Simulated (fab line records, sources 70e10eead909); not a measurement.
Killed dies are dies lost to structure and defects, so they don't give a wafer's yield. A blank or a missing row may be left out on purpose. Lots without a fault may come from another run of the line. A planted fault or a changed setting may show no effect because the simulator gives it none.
A struck lot beside a sound one | flow nand_harc | 20 steps out of a route of 1302
Sound: wafers L342.1, L342.4, L342.6. Struck: wafers L347.2, L347.5, L347.6. The cause comes at the end.
At each step with rows: each side's tool, then ch and its chambers, then its first start. Under that, the readings that differ: sound wafers | struck wafers | difference of the means | sigmas: that difference in standard deviations of wafers without a fault.
alike: readings whose means differ by less than 2 such deviations, and words and numbers that are the same on both sides. not compared: withheld readings, readings that some wafer has no value for, bounds like >300 that may hide the same value, and numbers for which the record gives no deviation and whose values overlap.
The two part at a step that has a row with sigmas, a row that says differs or no value, or rows on one side only. Numbers that don't overlap but have no deviation are shown without sigmas and don't part them. A reading that every wafer of one side lacks parts them only if that side has two wafers or more.

NHARC_P_ZERO_WELL_CD_MEAS_11: target cd 500 nm.
  sound on cd_sem-01 ch 0, day 3 23:14; struck on cd_sem-02 ch 0, day 6 01:14
  alike: cd_nm
then, 1 step without rows for these wafers: NHARC_P_ZERO_WELL_HARDBAKE_12 (time 65 s).
NHARC_P_ZERO_WELL_DESCUM_13: chemistry O2, time 3 s.
  sound on rie_diel-01 ch 0,2, day 3 23:24; struck on rie_diel-01 ch 0,1,2, day 6 01:26
  alike: drypump_motor_current_A, mfc_ar_sccm, oes_product_au, rf_vpp_V, showerhead_plenum_p_Torr, throttle_valve_pct
  not compared: rf_hours_counter_h
NHARC_P_ZERO_WELL_ETCH_65: etches the open film in N2/H2, target depth 80 nm, overetch 24 nm, time 87.88 s.
  sound on rie_diel-01 ch 0,3, day 3 23:29; struck on rie_diel-01 ch 0,1,3, day 6 01:34
  alike: drypump_motor_current_A, mfc_ar_sccm, oes_product_au, rf_vpp_V, showerhead_plenum_p_Torr, throttle_valve_pct
  not compared: rf_hours_counter_h
NHARC_P_ZERO_WELL_ETCH_62: etches the open film in CHF3/Ar, target depth 13 nm, time 6.5 s.
  sound on rie_diel-01 ch 0,1,3; struck on rie_diel-01 ch 1,2
  alike: drypump_motor_current_A, mfc_ar_sccm, oes_product_au, rf_vpp_V, showerhead_plenum_p_Torr, throttle_valve_pct
  not compared: rf_hours_counter_h
NHARC_P_ZERO_WELL_ETCH_63: etches the open film in HBr/Cl2, target depth 120 nm, time 40.1 s.
  sound on rie_si-03 ch 0,2,3, day 3 23:41; struck on rie_si-05 ch 0,3, day 6 01:46
  alike: drypump_motor_current_A, he_backside_leak_sccm, oes_product_au, throttle_valve_pct
  not compared: rf_hours_counter_h
then, 6 steps without rows for these wafers: NHARC_P_ZERO_WELL_STRIP_15 (strips in SPM, time 900 s); NHARC_P_ZERO_WELL_DEHYDRATE_16 (time 120 s); NHARC_P_ZERO_WELL_HMDS_17 (time 30 s); NHARC_P_ZERO_WELL_COAT_18; NHARC_P_ZERO_WELL_SOFTBAKE_19 (time 95 s); NHARC_P_ZERO_WELL_EBR_20.
NHARC_P_ZERO_WELL_EXPOSE_21: exposes mask P NWELL, target cd 720 nm.
  sound on krf_scanner-02 ch 0, day 4 00:26; struck on krf_scanner-04 ch 0, day 6 02:32
  reading              | sound                | struck               | difference | sigmas
  exposure_dose_mJ_cm2 | 22.336 22.345 22.290 | 23.603 23.620 23.569 | +1.274     | +53
  alike: mask, stage_vel_mm_s
then, 2 steps without rows for these wafers: NHARC_P_ZERO_WELL_PEB_22 (peb time 85 s); NHARC_P_ZERO_WELL_DEVELOP_23 (time 70 s).
NHARC_P_ZERO_WELL_CD_MEAS_24: target cd 720 nm.
  sound on cd_sem-03 ch 0, day 4 00:35; struck on cd_sem-02 ch 0, day 6 02:41
  reading    | sound             | struck            | difference | sigmas
  cd_nm (nm) | 720.2 719.8 721.9 | 729.6 729.5 728.0 | +8.4       | +6
then, 1 step without rows for these wafers: NHARC_P_ZERO_WELL_HARDBAKE_25 (time 80 s).
NHARC_P_ZERO_WELL_DESCUM_26: chemistry O2, time 3 s.
  sound on rie_diel-07 ch 1,2,3, day 4 00:46; struck on rie_diel-01 ch 0,1,2, day 6 02:52
  reading                      | sound           | struck            | difference | sigmas
  model.P_ZERO_WELL.cd_nm (nm) | 720 719.3 721.5 | 729.8 729.4 727.8 | +8.7       |
  alike: drypump_motor_current_A, mfc_ar_sccm, oes_product_au, rf_vpp_V, showerhead_plenum_p_Torr, throttle_valve_pct
  not compared: rf_hours_counter_h
then, 2 steps without rows for these wafers: NHARC_P_ZERO_WELL_IMPLANT_27; NHARC_END_SORT_01.

WHERE THEY PART
First at NHARC_P_ZERO_WELL_EXPOSE_21; last, within this record, at NHARC_P_ZERO_WELL_CD_MEAS_24. Later steps at which nothing parts them and some readings are alike: NHARC_P_ZERO_WELL_DESCUM_26.

WHY: what the simulator had put in
Process parameter drift: krf_scanner-04, from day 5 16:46 on, at NHARC_P_ZERO_WELL_EXPOSE_21. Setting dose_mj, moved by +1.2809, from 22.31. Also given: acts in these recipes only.
